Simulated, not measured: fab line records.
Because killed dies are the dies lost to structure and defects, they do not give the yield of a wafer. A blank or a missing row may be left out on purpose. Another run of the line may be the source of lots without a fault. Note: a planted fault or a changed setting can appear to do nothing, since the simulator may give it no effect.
fab line records ; flow nand_harc ; part 2 of 2: steps 5 to 6 of 6
record lots=24; wafers=72; last_day=33
route steps=1302 shown A_CHANNEL_FILL_D2@633 A_STAIRCASE@639
lots that met no fault: taken from a fault-free run of the same line
start_h: hours from the record's first day to the start of the lot's first wafer shown ; wait_h: hours elapsed since this lot's preceding step ; " same as the row above ; L1.1+2: one row covering several wafers at once ; - no value present, or no start provided ; * or withheld: withheld ; < > ~ a bound
route shown NAME@n: names a module that has steps shown in the file, with the first one's number in the route ; usual: the fault-free wafers' mean and standard deviation ; same: alike in all rows ; chamber/n: place in a boat ; sites: the reading at each site ; _std_site: standard deviation across them ; _edge_site: mean of outer sites minus mean of inner sites ; radius_mm: for every site, how far away it sits from the centre of the wafer ; mask NAME#n: copy n ; behind: the last tool/chamber to shape the wafer ; hold: the reason the lot was held/the length of the hold in hours/how it ended ; device: the n, p or np transistor that did not switch ; end of line: tests run on the same wafers once the route is complete ; a step with no rows: only its recipe ; killed: the dies lost at the first sort to structure and to defects; this is not the yield of the wafer ; map: per-die view of a wafer (x killed, . not killed, _ where there is no die)
set.NAME: setting as actually run; set.NAME@STEP: the setting as run at that earlier step ; model.NAME: the simulator's own value behind a step, which no gauge read
route steps across a sampled set of lots; one table per step, one row per wafer
services: when a tool's chamber went out of use (start_h, in hours from the record's first day, below 0 if earlier), for how many hours, and the reason
## steps
# step NHARC_A_STAIRCASE_TRIM_202
# recipe time_s=211.2; o2_flow_sccm=500; ar_flow_sccm=0; bias_w=0; chemistry=O2
# usual drypump_motor_current_A=5.9/0.35; o2_flow_sccm=499.8/1.3; oes_product_au=0.999/0.01; rf_vpp_V=57.9/0.92; showerhead_plenum_p_Torr=3.58/0.16; throttle_valve_pct=17.036/0.0094
# same bias_w=0
lot.wafer;tool;chamber;start_h;wait_h;drypump_motor_current_A;o2_flow_sccm;oes_product_au;rf_hours_counter_h;rf_vpp_V;showerhead_plenum_p_Torr;throttle_valve_pct
L074.2;rie_diel-07;3;-;-;4.9;498.4;1.008;15;58.2;3.65;17.034
L074.1;rie_diel-07;0;-;-;6.3;498.5;0.987;14;56.1;3.40;17.033
L074.5;rie_diel-07;3;-;-;5.0;498.9;1.009;-;57.3;3.65;17.046
L075.4;rie_diel-08;0;-;-;6.2;499.2;0.996;51;58.9;3.58;17.026
L075.2;rie_diel-08;1;-;-;5.9;498.0;0.995;53;58.6;3.78;17.046
L075.5;rie_diel-08;0;-;-;6.2;501.0;1.000;-;56.5;3.58;17.027
L076.3;rie_diel-04;2;-;-;5.6;502.5;1.006;2;57.8;3.32;17.021
L076.4;rie_diel-04;3;-;-;6.1;500.5;0.989;2;59.5;3.56;17.041
L076.5;rie_diel-04;1;-;-;5.9;502.2;1.008;-;58.2;3.49;17.037
L077.2;rie_diel-04;0;-;-;6.2;499.1;0.991;5;60.0;3.80;17.040
L077.3;rie_diel-04;2;-;-;5.6;500.1;0.994;5;57.7;3.32;17.037
L077.5;rie_diel-04;3;-;-;6.1;502.8;0.988;-;58.1;3.56;17.013
L078.2;rie_diel-04;0;-;-;6.2;499.0;0.995;9;58.3;3.80;17.042
L078.1;rie_diel-04;3;-;-;6.1;500.0;0.990;9;58.1;3.56;17.041
L078.5;rie_diel-04;0;-;-;6.2;502.2;0.988;-;59.0;3.80;17.043
L079.4;rie_diel-07;3;-;-;4.9;501.7;0.993;34;58.2;3.64;17.046
L079.1;rie_diel-07;0;-;-;6.3;499.4;1.002;35;58.0;3.38;17.023
L079.3;rie_diel-07;2;-;-;6.2;499.9;0.988;34;56.8;3.66;17.046
L080.3;rie_diel-08;0;-;-;6.2;498.4;1.007;12;58.3;3.57;17.044
L080.5;rie_diel-08;3;-;-;5.8;500.2;1.001;-;58.4;3.78;17.040
L080.6;rie_diel-08;1;-;-;5.9;499.3;1.005;-;56.2;3.77;17.037
L081.2;rie_diel-08;0;-;-;6.2;499.4;1.014;12;57.7;3.57;17.050
L081.3;rie_diel-08;1;-;-;5.9;499.6;0.997;11;58.0;3.77;17.028
L081.1;rie_diel-08;3;-;-;5.8;498.8;0.997;14;58.4;3.78;17.038
L082.3;rie_diel-04;2;-;-;5.6;499.9;0.999;21;57.8;3.31;17.018
L082.4;rie_diel-04;0;-;-;6.2;500.9;0.982;20;57.8;3.80;17.047
L082.5;rie_diel-04;2;-;-;5.6;500.5;0.997;-;58.0;3.31;17.030
L083.2;rie_diel-04;1;-;-;5.9;499.6;1.018;20;57.7;3.48;17.033
L083.4;rie_diel-04;2;-;-;5.6;499.0;1.004;22;57.4;3.31;17.041
L083.6;rie_diel-04;3;-;-;6.1;501.3;0.986;-;56.6;3.55;17.034
L084.2;rie_diel-04;2;-;-;5.6;498.0;1.002;29;57.8;3.30;17.043
L084.4;rie_diel-04;3;-;-;6.2;498.0;0.982;31;57.3;3.55;17.038
L084.6;rie_diel-04;3;-;-;6.1;497.6;0.983;-;58.3;3.55;17.023
L085.4;rie_diel-08;2;-;-;5.6;500.0;1.006;27;57.8;3.54;17.044
L085.6;rie_diel-08;2;-;-;5.7;498.1;1.005;-;59.9;3.54;17.028
L085.5;rie_diel-08;3;-;-;5.8;500.4;1.010;-;58.4;3.77;17.037
L086.3;rie_diel-04;0;-;-;6.2;497.6;0.992;32;59.3;3.79;17.040
L086.4;rie_diel-04;3;-;-;6.2;500.1;1.004;35;57.8;3.54;17.024
L086.6;rie_diel-04;1;-;-;5.9;499.5;1.014;-;59.1;3.48;17.028
L087.2;rie_diel-04;2;-;-;5.6;501.2;1.008;40;57.6;3.30;17.048
L087.6;rie_diel-04;0;-;-;6.2;500.4;0.994;-;57.9;3.78;17.026
L087.5;rie_diel-04;1;-;-;6.0;501.4;1.016;-;57.7;3.47;17.035
L089.1;rie_diel-08;2;-;-;5.6;499.7;1.014;43;57.4;3.53;17.030
L089.3;rie_diel-08;3;-;-;5.8;501.6;0.990;49;58.0;3.76;17.042
L089.6;rie_diel-08;1;-;-;5.9;499.1;1.000;-;59.4;3.75;17.045
L088.1;rie_diel-07;1;-;-;5.9;498.8;0.987;7;57.9;3.47;17.043
L088.4;rie_diel-07;2;-;-;6.2;499.9;0.995;5;57.4;3.65;17.048
L088.5;rie_diel-07;1;-;-;5.9;498.4;0.996;-;56.3;3.47;17.035
L090.4;rie_diel-07;3;-;-;4.9;498.7;0.997;8;56.2;3.62;17.042
L090.3;rie_diel-07;0;-;-;6.3;500.7;0.991;11;57.4;3.36;17.037
L090.5;rie_diel-07;0;-;-;6.4;496.1;0.991;-;58.3;3.36;17.035
L092.1;rie_diel-04;3;-;-;6.1;498.7;0.983;50;58.0;3.53;17.028
L092.3;rie_diel-04;0;-;-;6.2;499.9;0.990;52;58.2;3.78;17.036
L092.6;rie_diel-04;3;-;-;6.1;497.5;0.993;-;56.4;3.53;17.033
L091.3;rie_diel-04;2;-;-;5.6;498.8;1.018;49;57.8;3.29;17.058
L091.2;rie_diel-04;0;-;-;6.2;501.7;1.001;52;58.2;3.78;17.031
L091.6;rie_diel-04;3;-;-;6.2;500.4;0.984;-;57.3;3.53;17.031
L093.3;rie_diel-07;3;-;-;5.0;498.1;0.990;18;57.4;3.61;17.036
L093.4;rie_diel-07;2;-;-;6.2;498.0;0.993;18;58.0;3.64;17.033
L093.5;rie_diel-07;3;-;-;4.9;499.0;0.985;-;57.2;3.61;17.043
L094.1;rie_diel-08;3;-;-;5.8;499.9;1.006;1;60.0;3.75;17.013
L094.2;rie_diel-08;2;-;-;5.6;500.1;0.980;1;58.3;3.52;17.039
L094.5;rie_diel-08;3;-;-;5.8;500.2;1.007;-;57.4;3.75;17.033
L095.2;rie_diel-04;0;-;-;6.2;499.9;1.000;10;60.0;3.77;17.035
L095.3;rie_diel-04;2;-;-;5.6;498.4;1.005;4;57.3;3.29;17.044
L095.5;rie_diel-04;0;-;-;6.2;500.0;0.998;-;59.0;3.77;17.046
L096.3;rie_diel-08;3;-;-;5.8;500.1;1.008;12;58.7;3.74;17.055
L096.5;rie_diel-08;3;-;-;5.8;499.5;1.001;-;59.9;3.74;17.040
L096.6;rie_diel-08;0;-;-;6.2;498.2;0.992;-;58.4;3.54;17.027
L097.3;rie_diel-07;2;-;-;6.2;499.8;0.998;36;57.6;3.63;17.027
L097.4;rie_diel-07;1;-;-;5.9;497.5;0.991;37;58.3;3.45;17.033
L097.6;rie_diel-07;2;-;-;6.1;499.3;1.003;-;58.6;3.63;17.033
# step NHARC_A_STAIRCASE_STRIP_205
# recipe power_w=1500; temp_c=250; chemistry=O2
# usual drypump_motor_current_A=5.8/0.34; heater_power_w=352/25
lot.wafer;tool;chamber;start_h;wait_h;drypump_motor_current_A;heater_power_w;rf_hours_counter_h
L074.2;plasma_asher-02;1;356.61;0.1;5.3;317;21
L074.1;plasma_asher-02;0;356.61;0.1;5.5;340;21
L074.5;plasma_asher-02;1;356.61;0.1;5.3;311;-
L075.2;plasma_asher-02;1;360.35;0.2;5.3;318;22
L075.4;plasma_asher-02;0;360.35;0.2;5.5;340;-
L075.5;plasma_asher-02;1;360.35;0.2;5.3;320;-
L076.4;plasma_asher-01;1;373.86;0.2;5.9;389;-
L076.3;plasma_asher-01;0;373.86;0.2;6.1;348;-
L076.5;plasma_asher-01;0;373.86;0.2;6.2;346;-
L077.2;plasma_asher-01;1;387.08;0.1;5.9;380;6
L077.3;plasma_asher-01;1;387.08;0.1;5.9;389;-
L077.5;plasma_asher-01;1;387.08;0.1;5.9;384;-
L078.1;plasma_asher-01;0;399.25;0.1;6.2;357;9
L078.2;plasma_asher-01;1;399.25;0.1;5.9;382;9
L078.5;plasma_asher-01;1;399.25;0.1;5.9;375;-
L079.1;plasma_asher-01;0;400.82;0.1;6.2;348;9
L079.4;plasma_asher-01;0;400.82;0.1;6.2;339;-
L079.3;plasma_asher-01;1;400.82;0.1;5.9;387;-
L081.1;plasma_asher-02;0;412.87;0.1;5.5;338;34
L081.2;plasma_asher-02;1;412.87;0.1;5.3;310;34
L081.3;plasma_asher-02;0;412.87;0.1;5.5;335;-
L080.3;plasma_asher-01;0;412.89;0.2;6.1;349;-
L080.6;plasma_asher-01;0;412.89;0.2;6.1;358;-
L080.5;plasma_asher-01;1;412.89;0.2;5.9;377;-
L082.3;plasma_asher-01;0;434.50;0.4;6.2;346;-
L082.4;plasma_asher-01;1;434.50;0.4;5.9;396;-
L082.5;plasma_asher-01;1;434.50;0.4;5.9;393;-
L083.2;plasma_asher-01;1;434.73;0.2;5.9;397;18
L083.4;plasma_asher-01;1;434.73;0.2;5.9;390;-
L083.6;plasma_asher-01;0;434.73;0.2;6.2;356;-
L084.2;plasma_asher-01;1;460.76;0.1;5.9;383;25
L084.4;plasma_asher-01;1;460.76;0.1;5.9;380;-
L084.6;plasma_asher-01;0;460.76;0.1;6.2;341;-
L085.4;plasma_asher-01;0;461.11;0.2;6.2;351;-
L085.6;plasma_asher-01;0;461.11;0.2;6.2;348;-
L085.5;plasma_asher-01;1;461.11;0.2;5.9;397;-
L086.3;plasma_asher-02;0;474.78;0.2;5.5;347;-
L086.4;plasma_asher-02;1;474.78;0.2;5.3;318;-
L086.6;plasma_asher-02;1;474.78;0.2;5.3;316;-
L087.2;plasma_asher-02;1;494.88;0.1;5.3;319;10
L087.6;plasma_asher-02;0;494.88;0.1;5.5;353;-
L087.5;plasma_asher-02;1;494.88;0.1;5.3;323;-
L089.1;plasma_asher-01;0;505.49;0.1;6.2;352;34
L089.3;plasma_asher-01;0;505.49;0.1;6.2;352;-
L089.6;plasma_asher-01;1;505.49;0.1;5.9;391;-
L088.1;plasma_asher-02;1;506.02;0.1;5.3;320;11
L088.4;plasma_asher-02;1;506.02;0.1;5.3;318;-
L088.5;plasma_asher-02;1;506.02;0.1;5.3;317;-
L090.3;plasma_asher-02;0;517.85;0.2;5.5;346;-
L090.4;plasma_asher-02;1;517.85;0.2;5.3;322;-
L090.5;plasma_asher-02;1;517.85;0.2;5.3;321;-
L092.1;plasma_asher-02;0;525.71;0.1;5.5;351;18
L092.3;plasma_asher-02;1;525.71;0.1;5.3;317;-
L092.6;plasma_asher-02;0;525.71;0.1;5.5;341;-
L091.2;plasma_asher-02;1;526.95;0.1;5.3;317;18
L091.3;plasma_asher-02;1;526.95;0.1;5.3;314;-
L091.6;plasma_asher-02;1;526.95;0.1;5.3;316;-
L093.4;plasma_asher-01;0;548.40;0.2;6.2;338;-
L093.3;plasma_asher-01;1;548.40;0.2;5.9;384;-
L093.5;plasma_asher-01;1;548.40;0.2;5.9;391;-
L094.1;plasma_asher-02;0;561.73;0.1;5.5;342;24
L094.2;plasma_asher-02;1;561.73;0.1;5.3;314;24
L094.5;plasma_asher-02;1;561.73;0.1;5.3;323;-
L095.2;plasma_asher-01;0;569.65;0.1;6.2;347;8
L095.3;plasma_asher-01;0;569.65;0.1;6.2;340;-
L095.5;plasma_asher-01;0;569.65;0.1;6.2;345;-
L096.3;plasma_asher-01;0;594.74;0.2;6.2;352;-
L096.5;plasma_asher-01;0;594.74;0.2;6.2;338;-
L096.6;plasma_asher-01;1;594.74;0.2;5.9;384;-
L097.3;plasma_asher-01;1;595.04;0.2;5.9;387;-
L097.4;plasma_asher-01;0;595.04;0.2;6.2;341;-
L097.6;plasma_asher-01;1;595.04;0.2;5.9;382;-
## services
tool;chamber;start_h;hours;kind
rie_diel-07;-;324.89;12.4;repair
rie_diel-04;2;338.78;6.7;repair
plasma_asher-01;-;342.24;9.0;pm
pecvd-02;-;344.90;0.6;repair
cmp-03;-;353.46;0.5;repair
cmp-03;-;354.48;1.9;repair
rie_diel-04;-;357.44;9.0;pm
cmp-03;-;358.13;4.0;pm
rie_diel-08;-;368.00;9.0;pm
cmp-03;-;369.44;3.2;repair
plasma_asher-01;-;392.90;1.3;repair
rie_diel-08;2;400.04;4.7;repair
rie_diel-08;-;404.81;0.3;repair
pecvd-02;-;408.47;13.0;pm
plasma_asher-02;-;425.55;11.1;repair
cmp-03;-;456.13;4.0;pm
pecvd-02;-;470.43;0.4;repair
rie_diel-07;-;473.84;9.0;pm
cmp-03;-;484.04;2.1;repair
rie_diel-08;3;509.73;6.1;repair
plasma_asher-01;-;519.24;9.0;pm
rie_diel-04;-;534.44;9.0;pm
rie_diel-08;-;545.00;9.0;pm
rie_diel-04;1;581.89;3.3;repair
